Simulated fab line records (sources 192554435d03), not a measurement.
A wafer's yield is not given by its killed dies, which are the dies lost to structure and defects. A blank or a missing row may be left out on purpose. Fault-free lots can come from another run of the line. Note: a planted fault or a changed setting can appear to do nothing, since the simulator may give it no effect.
Struck lot and sound lot, side by side ; flow n5_finfet ; 35 steps out of a route of 1938
Sound: the wafers L395.1, L395.4, L395.6. Struck: wafers L399.3, L399.5, L399.6. At the end, the cause is stated.
At each step with rows: each side's tool, then ch and its chambers, then its first start. Under that, the readings that differ: sound wafers ; struck wafers ; difference of the means ; sigmas: that difference in standard deviations of wafers without a fault.
alike: a reading whose means differ by less than 2 such deviations, as well as words and numbers matching on both sides. not compared: withheld readings; readings where some wafer has no value; bounds like >300 that might hide an equal value; numbers whose values overlap and for which the record gives no deviation.
Wherever a step has rows on one side only, a row that says differs or no value, or a row with sigmas, the two part there. Numbers that have no deviation but don't overlap get no sigmas and don't part them. A reading that every wafer of one side lacks parts them only if that side has two wafers or more.

first, 10 steps without rows for these wafers: N5_BEOL_M4_STRIP_36 (strips in N2/H2); N5_BEOL_M4_TRENCH_ETCH_37 (etches SiOC in C4F6/O2, target depth 55.555 nm, time 29.2 s); N5_BEOL_M4_ETCH_41 (etches SiCN in CH3F/O2, target depth 29.9 nm, time 52.5 s); N5_BEOL_M4_STRIP_97 (strips in N2/H2, time 10 s); N5_BEOL_M4_HM_STRIP_39 (strips TiN in peroxide tin strip, target depth 25 nm, time 158 s); N5_BEOL_M4_SRD_40 (time 30 s); N5_BEOL_M4_PRECLEAN_42 (cleans in residue remover, time 60 s); N5_BEOL_M4_SRD_43 (time 30 s); N5_BEOL_M4_DEGAS_44 (time 60 s); N5_BEOL_M4_PRE_CLEAN_45 (time 30 s).
N5_BEOL_M4_ALD_84: deposits TaN, pulse time 2 s, purge time 3 s, co reactant purge time 2 s.
  sound on ald_metal-04 ch 2,3, day 11 04:40; struck on ald_metal-04 ch 0,1,2, day 12 05:37
  no value came back on the struck wafers for any of 6 readings (ald_cycles, chamber_pressure_Torr (Torr) and others); on the sound wafers ald_cycles reads 30 30 30
then, 21 steps without rows for these wafers: N5_BEOL_M4_SURFACE_TREAT_85; N5_BEOL_M4_CVD_47 (deposits Co from CCTBA/H2, target thk 3 nm, time 223.8 s); N5_BEOL_M4_SPUTTER_48 (material Cu, target thk 4.5 nm, time 8.29 s); N5_BEOL_M4_ANNEAL_49 (time 240 s); N5_BEOL_M4_SPUTTER_79 (material Cu, target thk 4.5 nm, time 8.29 s); N5_BEOL_M4_ANNEAL_80 (time 240 s); N5_BEOL_M4_SPUTTER_81 (material Cu, target thk 4.5 nm, time 8.29 s); N5_BEOL_M4_ANNEAL_82 (time 240 s); N5_BEOL_M4_SPUTTER_86 (material Cu, target thk 4.5 nm, time 8.29 s); N5_BEOL_M4_ANNEAL_87 (time 240 s); N5_BEOL_M4_SPUTTER_88 (material Cu, target thk 4.5 nm, time 8.29 s); N5_BEOL_M4_ANNEAL_89 (time 240 s); N5_BEOL_M4_SPUTTER_90 (material Cu, target thk 4.5 nm, time 8.29 s); N5_BEOL_M4_ANNEAL_91 (time 240 s); N5_BEOL_M4_SPUTTER_92 (material Cu, target thk 4.5 nm, time 8.29 s); N5_BEOL_M4_ANNEAL_93 (time 240 s); N5_BEOL_M4_SPUTTER_94 (material Cu, target thk 4.5 nm, time 8.29 s); N5_BEOL_M4_ANNEAL_95 (time 240 s); N5_BEOL_M4_SPUTTER_96 (material Cu, target thk 4.5 nm, time 8.29 s); N5_BEOL_M4_ECD_50 (material Cu, target thk 300 nm); N5_BEOL_M4_ANNEAL_51 (time 90 s).
N5_BEOL_M4_CMP_52: polishes, stops on SiOC, t overpolish 6.8 s, target thk 40 nm.
  sound on cmp-02 ch 1,2, day 11 08:56; struck on cmp-02 ch 0,1,2, day 12 10:05
reading;sound;struck;difference;sigmas
barrier_field_endpoint_s (s);24.4 24.5 23.9;23.1 22.6 23.2;-1.3;-2
  alike: motor_current_A, platen_rpm
N5_BEOL_M4_RC_MEAS_101:
  the record has rows for the sound wafers here (prober-02 ch 0, day 11 09:31) and none for the struck ones
-- the record jumps here: 5 days lie between the struck wafers' starts before and after (it left off in module BEOL_M4 and takes up again in module PASSIVATION, whose first step shown is number 1936 of the route) --
N5_PASSIVATION_PROBE_49:
  sound: prober-02 at day 16 03:42; struck: prober-01 at day 17 06:49
reading;sound;struck;difference;sigmas
defect_limited_yield (%);90.5 91.9 91.9;0 0 0;-91;-61
killed_at_M4_up;8 10 15;1068 1093 1084;+1071;+99 or more
killed_dies;112 96 95;1180 1180 1180;+1079;+63
killed_on_rim;17 18 16;152 152 152;+135;+32
sort_bin_4_leakage (%);0 0 0;89.49 92.03 90.76;+90.76;
sort_n_pass;1068 1084 1085;0 0 0;-1079;-63
sort_yield_pct (%);90.5 91.9 91.9;0 0 0;-91;-61
  alike: killed_at_M0_to_M3, killed_at_contacts, killed_at_front_end, killed_at_other, killed_open, killed_short, sort_bin_5_function, sort_bin_6_memory

== WHERE THEY PART ==
At N5_BEOL_M4_ALD_84 first; at N5_PASSIVATION_PROBE_49 last (within this record only).

WHY: whatever the simulator had introduced
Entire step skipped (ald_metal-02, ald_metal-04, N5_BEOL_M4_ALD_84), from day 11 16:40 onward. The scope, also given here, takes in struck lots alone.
